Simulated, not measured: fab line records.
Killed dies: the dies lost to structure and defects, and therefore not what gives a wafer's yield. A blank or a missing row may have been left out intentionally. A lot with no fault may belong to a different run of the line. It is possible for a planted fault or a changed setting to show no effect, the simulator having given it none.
Which of the tools did it? / flow n5 finfet / 72 wafers from 24 lots sampled at 4 of the route's 1938 steps

WHAT THE GAUGES SHOWED, per wafer
N5_BEOL_M15_CD_MEAS_10 targets a cd of 360 nm.
lot=L074; measured=day 11 07:44; on=cd sem-01; cd nm (nm)=363.2 362.8 361.7
lot=L077; measured=day 12 08:28; on=cd sem-01; cd nm (nm)=361.6 360.8 362.9
lot=L076; measured=day 12 08:46; on=cd sem-03; cd nm (nm)=362.1 361.7 361.8
lot=L075; measured=day 12 14:25; on=cd sem-03; cd nm (nm)=362.3 360.4 362.7
lot=L078; measured=day 13 01:13; on=cd sem-02; cd nm (nm)=360.0 359.0 359.6
lot=L080; measured=day 13 16:55; on=cd sem-01; cd nm (nm)=361.3 361.8 362.7
lot=L082; measured=day 13 21:04; on=cd sem-03; cd nm (nm)=362.1 358.4 362.9
lot=L079; measured=day 13 22:05; on=cd sem-02; cd nm (nm)=358.6 359.9 359.9
lot=L081; measured=day 14 00:34; on=cd sem-01; cd nm (nm)=357.6 360.0 359.7
lot=L083; measured=day 14 01:10; on=cd sem-01; cd nm (nm)=363.6 363.6 360.9
lot=L085; measured=day 15 06:22; on=cd sem-03; cd nm (nm)=361.6 361.1 363.7
lot=L084; measured=day 15 07:03; on=cd sem-02; cd nm (nm)=361.8 362.3 360.2
lot=L086; measured=day 15 10:32; on=cd sem-02; cd nm (nm)=361.6 360.3 363.1
lot=L089; measured=day 15 13:35; on=cd sem-01; cd nm (nm)=360.9 358.8 359.8
lot=L087; measured=day 15 13:25; on=cd sem-03; cd nm (nm)=361.6 361.4 360.5
lot=L088; measured=day 15 14:06; on=cd sem-02; cd nm (nm)=358.6 362.6 361.1
lot=L090; measured=day 15 16:04; on=cd sem-02; cd nm (nm)=361.7 361.1 361.0
lot=L091; measured=day 16 01:43; on=cd sem-02; cd nm (nm)=361.0 361.7 360.4
lot=L092; measured=day 16 12:53; on=cd sem-03; cd nm (nm)=362.1 360.3 362.9
lot=L093; measured=day 17 00:49; on=cd sem-02; cd nm (nm)=360.7 360.3 360.8
lot=L095; measured=day 17 14:20; on=cd sem-02; cd nm (nm)=359.8 359.9 360.6
lot=L094; measured=day 17 22:04; on=cd sem-01; cd nm (nm)=359.7 363.1 359.8
lot=L096; measured=day 17 22:33; on=cd sem-01; cd nm (nm)=361.4 362.1 360.5
lot=L097; measured=day 18 13:26; on=cd sem-01; cd nm (nm)=361.8 362.5 361.1

WHICH TOOL RAN EACH LOT (tool, then ch and the chambers of the sampled wafers, then the start)
lot=L074; N5_BEOL_M14_TRENCH_ETCH_34=rie diel-02 ch 0,2, day 11 03:23; N5_BEOL_M14_STRIP_37=rie diel-06 ch 0,2,3, day 11 04:40; N5_BEOL_M14_DEP_53=pecvd-04 ch 0,1, day 11 07:03
lot=L077; N5_BEOL_M14_TRENCH_ETCH_34=rie diel-01 ch 2,3, day 12 02:30; N5_BEOL_M14_STRIP_37=rie diel-06 ch 1,2, day 12 06:06; N5_BEOL_M14_DEP_53=pecvd-04 ch 0,1, day 12 07:47
lot=L076; N5_BEOL_M14_TRENCH_ETCH_34=rie diel-06 ch 0,2, day 12 04:34; N5_BEOL_M14_STRIP_37=rie diel-01 ch 1,2,3, day 12 06:14; N5_BEOL_M14_DEP_53=pecvd-04 ch 0,2, day 12 07:58
lot=L075; N5_BEOL_M14_TRENCH_ETCH_34=rie diel-06 ch 1,3, day 12 09:34; N5_BEOL_M14_STRIP_37=rie diel-01 ch 0,1,3, day 12 11:40; N5_BEOL_M14_DEP_53=pecvd-04 ch 0,1,2, day 12 13:43
lot=L078; N5_BEOL_M14_TRENCH_ETCH_34=rie diel-06 ch 0,1, day 12 20:56; N5_BEOL_M14_STRIP_37=rie diel-06 ch 0,2, day 12 22:48; N5_BEOL_M14_DEP_53=pecvd-02 ch 0,1, day 13 00:32
lot=L080; N5_BEOL_M14_TRENCH_ETCH_34=rie diel-01 ch 0,1,2, day 13 13:25; N5_BEOL_M14_STRIP_37=rie diel-02 ch 0,1,2, day 13 14:34; N5_BEOL_M14_DEP_53=pecvd-03 ch 1,2, day 13 16:06
lot=L082; N5_BEOL_M14_TRENCH_ETCH_34=rie diel-01 ch 0,1,2, day 13 17:53; N5_BEOL_M14_STRIP_37=rie diel-01 ch 0,2, day 13 18:47; N5_BEOL_M14_DEP_53=pecvd-02 ch 1,2, day 13 20:16
lot=L079; N5_BEOL_M14_TRENCH_ETCH_34=rie diel-06 ch 0,2,3, day 13 18:52; N5_BEOL_M14_STRIP_37=rie diel-02 ch 1,3, day 13 19:47; N5_BEOL_M14_DEP_53=pecvd-03 ch 0,1, day 13 21:24
lot=L081; N5_BEOL_M14_TRENCH_ETCH_34=rie diel-02 ch 1,3, day 13 21:36; N5_BEOL_M14_STRIP_37=rie diel-06 ch 0,3, day 13 21:48; N5_BEOL_M14_DEP_53=pecvd-03 ch 0,2, day 13 23:40
lot=L083; N5_BEOL_M14_TRENCH_ETCH_34=rie diel-02 ch 0,1,2, day 13 22:13; N5_BEOL_M14_STRIP_37=rie diel-02 ch 0,1,3, day 13 22:40; N5_BEOL_M14_DEP_53=pecvd-02 ch 1,2, day 14 00:22
lot=L085; N5_BEOL_M14_TRENCH_ETCH_34=rie diel-02 ch 0,3, day 14 20:37; N5_BEOL_M14_STRIP_37=rie diel-06 ch 1,2, day 15 03:53; N5_BEOL_M14_DEP_53=pecvd-02 ch 0,1, day 15 05:34
lot=L084; N5_BEOL_M14_TRENCH_ETCH_34=rie diel-02 ch 2,3, day 14 21:44; N5_BEOL_M14_STRIP_37=rie diel-01 ch 0,3, day 15 04:11; N5_BEOL_M14_DEP_53=pecvd-04 ch 0,1, day 15 06:15
lot=L086; N5_BEOL_M14_TRENCH_ETCH_34=rie diel-06 ch 1,2,3, day 15 07:22; N5_BEOL_M14_STRIP_37=rie diel-06 ch 1,2,3, day 15 08:07; N5_BEOL_M14_DEP_53=pecvd-04 ch 0,1, day 15 09:52
lot=L089; N5_BEOL_M14_TRENCH_ETCH_34=rie diel-02 ch 0,1, day 15 09:08; N5_BEOL_M14_STRIP_37=rie diel-01 ch 0,1,3, day 15 10:45; N5_BEOL_M14_DEP_53=pecvd-03 ch 1,2, day 15 12:37
lot=L087; N5_BEOL_M14_TRENCH_ETCH_34=rie diel-02 ch 0,1,3, day 15 09:45; N5_BEOL_M14_STRIP_37=rie diel-02 ch 0,1, day 15 10:45; N5_BEOL_M14_DEP_53=pecvd-04 ch 0,2, day 15 12:37
lot=L088; N5_BEOL_M14_TRENCH_ETCH_34=rie diel-06 ch 1,2, day 15 10:34; N5_BEOL_M14_STRIP_37=rie diel-01 ch 1,2,3, day 15 11:37; N5_BEOL_M14_DEP_53=pecvd-02 ch 1,2, day 15 13:17
lot=L090; N5_BEOL_M14_TRENCH_ETCH_34=rie diel-02 ch 0,3, day 15 12:14; N5_BEOL_M14_STRIP_37=rie diel-02 ch 0,3, day 15 13:32; N5_BEOL_M14_DEP_53=pecvd-04 ch 0,1, day 15 15:15
lot=L091; N5_BEOL_M14_TRENCH_ETCH_34=rie diel-01 ch 0,1, day 15 21:08; N5_BEOL_M14_STRIP_37=rie diel-01 ch 0,3, day 15 22:55; N5_BEOL_M14_DEP_53=pecvd-02 ch 0,1, day 16 00:56
lot=L092; N5_BEOL_M14_TRENCH_ETCH_34=rie diel-06 ch 0,1,3, day 16 08:56; N5_BEOL_M14_STRIP_37=rie diel-01 ch 0,1, day 16 10:26; N5_BEOL_M14_DEP_53=pecvd-02 ch 0,1,2, day 16 12:11
lot=L093; N5_BEOL_M14_TRENCH_ETCH_34=rie diel-01 ch 0,2, day 16 20:32; N5_BEOL_M14_STRIP_37=rie diel-06 ch 0,1,3, day 16 22:18; N5_BEOL_M14_DEP_53=pecvd-02 ch 0,2, day 17 00:01
lot=L095; N5_BEOL_M14_TRENCH_ETCH_34=rie diel-01 ch 0,1, day 17 11:08; N5_BEOL_M14_STRIP_37=rie diel-06 ch 0,1,2, day 17 11:29; N5_BEOL_M14_DEP_53=pecvd-02 ch 0,2, day 17 13:23
lot=L094; N5_BEOL_M14_TRENCH_ETCH_34=rie diel-06 ch 0,1,2, day 17 14:51; N5_BEOL_M14_STRIP_37=rie diel-01 ch 1,2,3, day 17 19:02; N5_BEOL_M14_DEP_53=pecvd-02 ch 0,2, day 17 21:10
lot=L096; N5_BEOL_M14_TRENCH_ETCH_34=rie diel-01 ch 1,2, day 17 17:31; N5_BEOL_M14_STRIP_37=rie diel-02 ch 0,2,3, day 17 19:34; N5_BEOL_M14_DEP_53=pecvd-02 ch 0,2, day 17 21:50
lot=L097; N5_BEOL_M14_TRENCH_ETCH_34=rie diel-02 ch 0,1, day 18 07:50; N5_BEOL_M14_STRIP_37=rie diel-01 ch 0,2,3, day 18 10:33; N5_BEOL_M14_DEP_53=pecvd-02 ch 0,1,2, day 18 12:44
- N5_BEOL_M14_TRENCH_ETCH_34: etches SiO2 in C4F8/O2/Ar, target depth 556.65 nm, time 126.9 s.
- N5_BEOL_M14_STRIP_37: strips in O2.
- N5_BEOL_M14_DEP_53: deposits SiCN from 3MS/NH3, target thk 50 nm, time 17.8 s.

WHAT THE TOOLS THEMSELVES READ (means of the sampled wafers that have a number; where no wafer has one, the mark that the record gives instead)
N5_BEOL_M14_TRENCH_ETCH_34.
lot=L074; tool=rie diel-02; drypump motor current A (A)=5.6; oes_f_703_au (a.u.)=0.71; oes product au (a.u.)=0.71; rf vpp V (V)=2241; showerhead plenum p Torr (Torr)=3.28; throttle valve pct (%)=31.22
lot=L077; tool=rie diel-01; drypump motor current A (A)=5.7; oes_f_703_au (a.u.)=0.76; oes product au (a.u.)=0.76; rf vpp V (V)=2211; showerhead plenum p Torr (Torr)=3.43; throttle valve pct (%)=31.10
lot=L076; tool=rie diel-06; drypump motor current A (A)=5.1; oes_f_703_au (a.u.)=0.68; oes product au (a.u.)=0.68; rf vpp V (V)=2216; showerhead plenum p Torr (Torr)=3.55; throttle valve pct (%)=31.17
lot=L075; tool=rie diel-06; drypump motor current A (A)=5.7; oes_f_703_au (a.u.)=0.79; oes product au (a.u.)=0.79; rf vpp V (V)=2189; showerhead plenum p Torr (Torr)=3.33; throttle valve pct (%)=31.15
lot=L078; tool=rie diel-06; drypump motor current A (A)=5.2; oes_f_703_au (a.u.)=0.77; oes product au (a.u.)=0.76; rf vpp V (V)=2207; showerhead plenum p Torr (Torr)=3.48; throttle valve pct (%)=31.23
lot=L080; tool=rie diel-01; drypump motor current A (A)=5.7; oes_f_703_au (a.u.)=0.79; oes product au (a.u.)=0.79; rf vpp V (V)=2231; showerhead plenum p Torr (Torr)=3.46; throttle valve pct (%)=31.05
lot=L082; tool=rie diel-01; drypump motor current A (A)=5.7; oes_f_703_au (a.u.)=0.80; oes product au (a.u.)=0.79; rf vpp V (V)=2232; showerhead plenum p Torr (Torr)=3.46; throttle valve pct (%)=31.04
lot=L079; tool=rie diel-06; drypump motor current A (A)=5.4; oes_f_703_au (a.u.)=0.69; oes product au (a.u.)=0.69; rf vpp V (V)=2191; showerhead plenum p Torr (Torr)=3.45; throttle valve pct (%)=31.21
lot=L081; tool=rie diel-02; drypump motor current A (A)=5.2; oes_f_703_au (a.u.)=0.71; oes product au (a.u.)=0.72; rf vpp V (V)=2220; showerhead plenum p Torr (Torr)=3.45; throttle valve pct (%)=31.12
lot=L083; tool=rie diel-02; drypump motor current A (A)=5.5; oes_f_703_au (a.u.)=0.71; oes product au (a.u.)=0.71; rf vpp V (V)=2214; showerhead plenum p Torr (Torr)=3.32; throttle valve pct (%)=31.06
lot=L085; tool=rie diel-02; drypump motor current A (A)=5.4; oes_f_703_au (a.u.)=0.71; oes product au (a.u.)=0.71; rf vpp V (V)=2249; showerhead plenum p Torr (Torr)=3.45; throttle valve pct (%)=31.26
lot=L084; tool=rie diel-02; drypump motor current A (A)=5.2; oes_f_703_au (a.u.)=0.69; oes product au (a.u.)=0.68; rf vpp V (V)=2273; showerhead plenum p Torr (Torr)=3.35; throttle valve pct (%)=31.46
lot=L086; tool=rie diel-06; drypump motor current A (A)=5.4; oes_f_703_au (a.u.)=0.74; oes product au (a.u.)=0.75; rf vpp V (V)=2213; showerhead plenum p Torr (Torr)=3.41; throttle valve pct (%)=31.16
lot=L089; tool=rie diel-02; drypump motor current A (A)=5.9; oes_f_703_au (a.u.)=0.72; oes product au (a.u.)=0.72; rf vpp V (V)=2186; showerhead plenum p Torr (Torr)=3.33; throttle valve pct (%)=30.87
lot=L087; tool=rie diel-02; drypump motor current A (A)=5.5; oes_f_703_au (a.u.)=0.71; oes product au (a.u.)=0.71; rf vpp V (V)=2218; showerhead plenum p Torr (Torr)=3.41; throttle valve pct (%)=31.09
lot=L088; tool=rie diel-06; drypump motor current A (A)=5.2; oes_f_703_au (a.u.)=0.79; oes product au (a.u.)=0.80; rf vpp V (V)=2245; showerhead plenum p Torr (Torr)=3.44; throttle valve pct (%)=31.13
lot=L090; tool=rie diel-02; drypump motor current A (A)=5.8; oes_f_703_au (a.u.)=0.71; oes product au (a.u.)=0.71; rf vpp V (V)=2216; showerhead plenum p Torr (Torr)=3.37; throttle valve pct (%)=31.05
lot=L091; tool=rie diel-01; drypump motor current A (A)=5.7; oes_f_703_au (a.u.)=0.79; oes product au (a.u.)=0.79; rf vpp V (V)=2253; showerhead plenum p Torr (Torr)=3.47; throttle valve pct (%)=30.99
lot=L092; tool=rie diel-06; drypump motor current A (A)=5.5; oes_f_703_au (a.u.)=0.85; oes product au (a.u.)=0.85; rf vpp V (V)=2196; showerhead plenum p Torr (Torr)=3.39; throttle valve pct (%)=31.10
lot=L093; tool=rie diel-01; drypump motor current A (A)=5.7; oes_f_703_au (a.u.)=0.75; oes product au (a.u.)=0.73; rf vpp V (V)=2207; showerhead plenum p Torr (Torr)=3.43; throttle valve pct (%)=31.14
lot=L095; tool=rie diel-01; drypump motor current A (A)=5.7; oes_f_703_au (a.u.)=0.76; oes product au (a.u.)=0.76; rf vpp V (V)=2245; showerhead plenum p Torr (Torr)=3.45; throttle valve pct (%)=31.12
lot=L094; tool=rie diel-06; drypump motor current A (A)=5.2; oes_f_703_au (a.u.)=0.90; oes product au (a.u.)=0.92; rf vpp V (V)=2221; showerhead plenum p Torr (Torr)=3.47; throttle valve pct (%)=31.03
lot=L096; tool=rie diel-01; drypump motor current A (A)=5.7; oes_f_703_au (a.u.)=0.76; oes product au (a.u.)=0.75; rf vpp V (V)=2215; showerhead plenum p Torr (Torr)=3.43; throttle valve pct (%)=31.06
lot=L097; tool=rie diel-02; drypump motor current A (A)=5.9; oes_f_703_au (a.u.)=0.70; oes product au (a.u.)=0.70; rf vpp V (V)=2184; showerhead plenum p Torr (Torr)=3.31; throttle valve pct (%)=30.89

N5_BEOL_M14_STRIP_37.
lot=L074; tool=rie diel-06; drypump motor current A (A)=5.4; oes product au (a.u.)=0.69; rf vpp V (V)=4.4; showerhead plenum p Torr (Torr)=2.10; throttle valve pct (%)=16.92
lot=L077; tool=rie diel-06; drypump motor current A (A)=5.1; oes product au (a.u.)=0.76; rf vpp V (V)=3.7; showerhead plenum p Torr (Torr)=2.10; throttle valve pct (%)=16.65
lot=L076; tool=rie diel-01; drypump motor current A (A)=5.7; oes product au (a.u.)=0.78; rf vpp V (V)=3.6; showerhead plenum p Torr (Torr)=2.10; throttle valve pct (%)=16.79
lot=L075; tool=rie diel-01; drypump motor current A (A)=5.7; oes product au (a.u.)=0.79; rf vpp V (V)=4.1; showerhead plenum p Torr (Torr)=2.09; throttle valve pct (%)=16.75
lot=L078; tool=rie diel-06; drypump motor current A (A)=5.1; oes product au (a.u.)=0.67; rf vpp V (V)=4.1; showerhead plenum p Torr (Torr)=2.15; throttle valve pct (%)=16.94
lot=L080; tool=rie diel-02; drypump motor current A (A)=5.6; oes product au (a.u.)=0.72; rf vpp V (V)=4.0; showerhead plenum p Torr (Torr)=2.02; throttle valve pct (%)=16.88
lot=L082; tool=rie diel-01; drypump motor current A (A)=5.7; oes product au (a.u.)=0.76; rf vpp V (V)=3.8; showerhead plenum p Torr (Torr)=2.10; throttle valve pct (%)=16.88
lot=L079; tool=rie diel-02; drypump motor current A (A)=5.1; oes product au (a.u.)=0.71; rf vpp V (V)=3.4; showerhead plenum p Torr (Torr)=2.15; throttle valve pct (%)=17.11
lot=L081; tool=rie diel-06; drypump motor current A (A)=5.4; oes product au (a.u.)=0.68; rf vpp V (V)=2.7; showerhead plenum p Torr (Torr)=2.11; throttle valve pct (%)=17.10
lot=L083; tool=rie diel-02; drypump motor current A (A)=5.5; oes product au (a.u.)=0.72; rf vpp V (V)=3.8; showerhead plenum p Torr (Torr)=2.09; throttle valve pct (%)=16.91
lot=L085; tool=rie diel-06; drypump motor current A (A)=5.2; oes product au (a.u.)=0.81; rf vpp V (V)=3.3; showerhead plenum p Torr (Torr)=2.06; throttle valve pct (%)=16.59
lot=L084; tool=rie diel-01; drypump motor current A (A)=5.7; oes product au (a.u.)=0.75; rf vpp V (V)=3.4; showerhead plenum p Torr (Torr)=2.08; throttle valve pct (%)=16.90
lot=L086; tool=rie diel-06; drypump motor current A (A)=5.4; oes product au (a.u.)=0.75; rf vpp V (V)=4.1; showerhead plenum p Torr (Torr)=2.05; throttle valve pct (%)=16.69
lot=L089; tool=rie diel-01; drypump motor current A (A)=5.7; oes product au (a.u.)=0.77; rf vpp V (V)=4.1; showerhead plenum p Torr (Torr)=2.08; throttle valve pct (%)=16.79
lot=L087; tool=rie diel-02; drypump motor current A (A)=5.8; oes product au (a.u.)=0.72; rf vpp V (V)=3.5; showerhead plenum p Torr (Torr)=2.02; throttle valve pct (%)=16.75
lot=L088; tool=rie diel-01; drypump motor current A (A)=5.7; oes product au (a.u.)=0.75; rf vpp V (V)=3.6; showerhead plenum p Torr (Torr)=2.09; throttle valve pct (%)=16.84
lot=L090; tool=rie diel-02; drypump motor current A (A)=5.4; oes product au (a.u.)=0.70; rf vpp V (V)=2.7; showerhead plenum p Torr (Torr)=2.11; throttle valve pct (%)=17.09
lot=L091; tool=rie diel-01; drypump motor current A (A)=5.7; oes product au (a.u.)=0.75; rf vpp V (V)=4.0; showerhead plenum p Torr (Torr)=2.08; throttle valve pct (%)=16.88
lot=L092; tool=rie diel-01; drypump motor current A (A)=5.7; oes product au (a.u.)=0.79; rf vpp V (V)=4.1; showerhead plenum p Torr (Torr)=2.10; throttle valve pct (%)=16.76
lot=L093; tool=rie diel-06; drypump motor current A (A)=5.4; oes product au (a.u.)=0.83; rf vpp V (V)=2.7; showerhead plenum p Torr (Torr)=2.05; throttle valve pct (%)=16.69
lot=L095; tool=rie diel-06; drypump motor current A (A)=5.2; oes product au (a.u.)=0.93; rf vpp V (V)=4.2; showerhead plenum p Torr (Torr)=2.10; throttle valve pct (%)=16.54
lot=L094; tool=rie diel-01; drypump motor current A (A)=5.7; oes product au (a.u.)=0.82; rf vpp V (V)=3.9; showerhead plenum p Torr (Torr)=2.08; throttle valve pct (%)=16.72
lot=L096; tool=rie diel-02; drypump motor current A (A)=5.5; oes product au (a.u.)=0.87; rf vpp V (V)=2.8; showerhead plenum p Torr (Torr)=2.12; throttle valve pct (%)=16.77
lot=L097; tool=rie diel-01; drypump motor current A (A)=5.7; oes product au (a.u.)=0.81; rf vpp V (V)=3.5; showerhead plenum p Torr (Torr)=2.08; throttle valve pct (%)=16.79

N5_BEOL_M14_DEP_53.
lot=L074; tool=pecvd-04; showerhead plenum p Torr (Torr)=4.136; throttle valve pct (%)=18.3
lot=L077; tool=pecvd-04; showerhead plenum p Torr (Torr)=4.137; throttle valve pct (%)=18.3
lot=L076; tool=pecvd-04; showerhead plenum p Torr (Torr)=4.129; throttle valve pct (%)=17.0
lot=L075; tool=pecvd-04; showerhead plenum p Torr (Torr)=4.146; throttle valve pct (%)=17.7
lot=L078; tool=pecvd-02; showerhead plenum p Torr (Torr)=4.147; throttle valve pct (%)=17.6
lot=L080; tool=pecvd-03; showerhead plenum p Torr (Torr)=4.180; throttle valve pct (%)=17.2
lot=L082; tool=pecvd-02; showerhead plenum p Torr (Torr)=4.145; throttle valve pct (%)=17.2
lot=L079; tool=pecvd-03; showerhead plenum p Torr (Torr)=4.158; throttle valve pct (%)=18.4
lot=L081; tool=pecvd-03; showerhead plenum p Torr (Torr)=4.165; throttle valve pct (%)=17.7
lot=L083; tool=pecvd-02; showerhead plenum p Torr (Torr)=4.150; throttle valve pct (%)=17.0
lot=L085; tool=pecvd-02; showerhead plenum p Torr (Torr)=4.144; throttle valve pct (%)=17.8
lot=L084; tool=pecvd-04; showerhead plenum p Torr (Torr)=4.141; throttle valve pct (%)=18.6
lot=L086; tool=pecvd-04; showerhead plenum p Torr (Torr)=4.135; throttle valve pct (%)=18.5
lot=L089; tool=pecvd-03; showerhead plenum p Torr (Torr)=4.184; throttle valve pct (%)=17.2
lot=L087; tool=pecvd-04; showerhead plenum p Torr (Torr)=4.150; throttle valve pct (%)=17.3
lot=L088; tool=pecvd-02; showerhead plenum p Torr (Torr)=4.143; throttle valve pct (%)=17.2
lot=L090; tool=pecvd-04; showerhead plenum p Torr (Torr)=4.130; throttle valve pct (%)=18.4
lot=L091; tool=pecvd-02; showerhead plenum p Torr (Torr)=4.145; throttle valve pct (%)=17.5
lot=L092; tool=pecvd-02; showerhead plenum p Torr (Torr)=4.151; throttle valve pct (%)=17.4
lot=L093; tool=pecvd-02; showerhead plenum p Torr (Torr)=4.151; throttle valve pct (%)=17.5
lot=L095; tool=pecvd-02; showerhead plenum p Torr (Torr)=4.161; throttle valve pct (%)=17.2
lot=L094; tool=pecvd-02; showerhead plenum p Torr (Torr)=4.157; throttle valve pct (%)=17.2
lot=L096; tool=pecvd-02; showerhead plenum p Torr (Torr)=4.155; throttle valve pct (%)=17.5
lot=L097; tool=pecvd-02; showerhead plenum p Torr (Torr)=4.147; throttle valve pct (%)=17.2

THE ANSWER, worked out from the rows above alone
Rule: the usual values come from the lots themselves. Put in order of their means at a reading, lots are off if they are a third of the lots or fewer, leave a main group of 4 or more, and stand apart from it by a gap of 3 or more times the standard deviation of the main group's means; of several such gaps the widest counts. A main group is skipped when, at the precision printed for the reading in the tables above, its means are all equal. A lot without any number at a reading at which 4 lots or more have one is off too. Any other lot the step has rows for is counted as sound. The gauges are gone through in route order, then the tools' own readings, and for those a lot's mean is taken as printed above. At the first step where some lot is off, the reading lying furthest off is the one used; lots without a number count as furthest.
No lot is off at any reading shown: from this, nothing can be told.

WHAT THE SIMULATOR PUT IN
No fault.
